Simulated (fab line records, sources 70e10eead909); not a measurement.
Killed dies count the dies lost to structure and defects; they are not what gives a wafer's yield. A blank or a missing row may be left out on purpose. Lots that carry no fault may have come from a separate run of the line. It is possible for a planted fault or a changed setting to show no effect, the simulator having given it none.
Matching of chambers	flow nand_harc	rie_diel-02 running NHARC_P_CONTACT_ETCH_35: 4 sister chambers
The step etches the open film in CF4, target depth 39 nm, time 65 s. 8 wafers are shown with their chamber, then 7 later ones without.

## EACH WAFER AND ITS CHAMBER
wafer	chamber	rf_vpp_V (V)	oes_product_au (a.u.)
L082.3	3	150.4	0.997
L082.4	0	151.8	0.990
L082.6	3	151.9	0.996
L084.2	2	148.8	1.000
L084.3	0	151.7	0.993
L084.5	1	151.9	0.996
L092.1	2	150.1	0.997
L092.2	1	152.0	0.999

## WAFERS WITHOUT THEIR CHAMBER
wafer	rf_vpp_V (V)	oes_product_au (a.u.)
L092.3	152.5	0.999
L094.1	150.8	0.995
L094.4	153.2	0.987
L094.6	151.2	0.995
L097.1	151.1	1.008
L097.4	148.9	1.000
L097.5	152.0	1.006

## WHICH CHAMBER EACH ONE RAN IN
wafer	from the rows above	in truth
L092.3	can't be placed: 1 or 3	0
L094.1	can't be placed: 3 or 1 or 0 or 2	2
L094.4	0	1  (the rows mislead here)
L094.6	can't be placed: 3 or 1 or 0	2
L097.1	can't be placed: 2 or 1 or 3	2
L097.4	2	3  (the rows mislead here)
L097.5	can't be placed: 1 or 3 or 2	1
Correctly placed: 0 of 7. Not placeable from these rows: 5 (in 3, the candidates include the true chamber). Wrongly placed: 2.
How it was worked out, from the rows above alone: a wafer's distance from a chamber is the root of the sum, over the readings, of the square of ((its reading less the chamber's mean) divided by the reading's scatter). If the next closest chamber is less than 2 further off than the closest, the wafer can't be placed; otherwise it belongs to the closest. Each chamber's mean is taken over the wafers shown for it. The scatter: take each reading less its chamber's mean, square it, sum over the shown wafers, divide by the number of wafers less the number of chambers, and take the root.
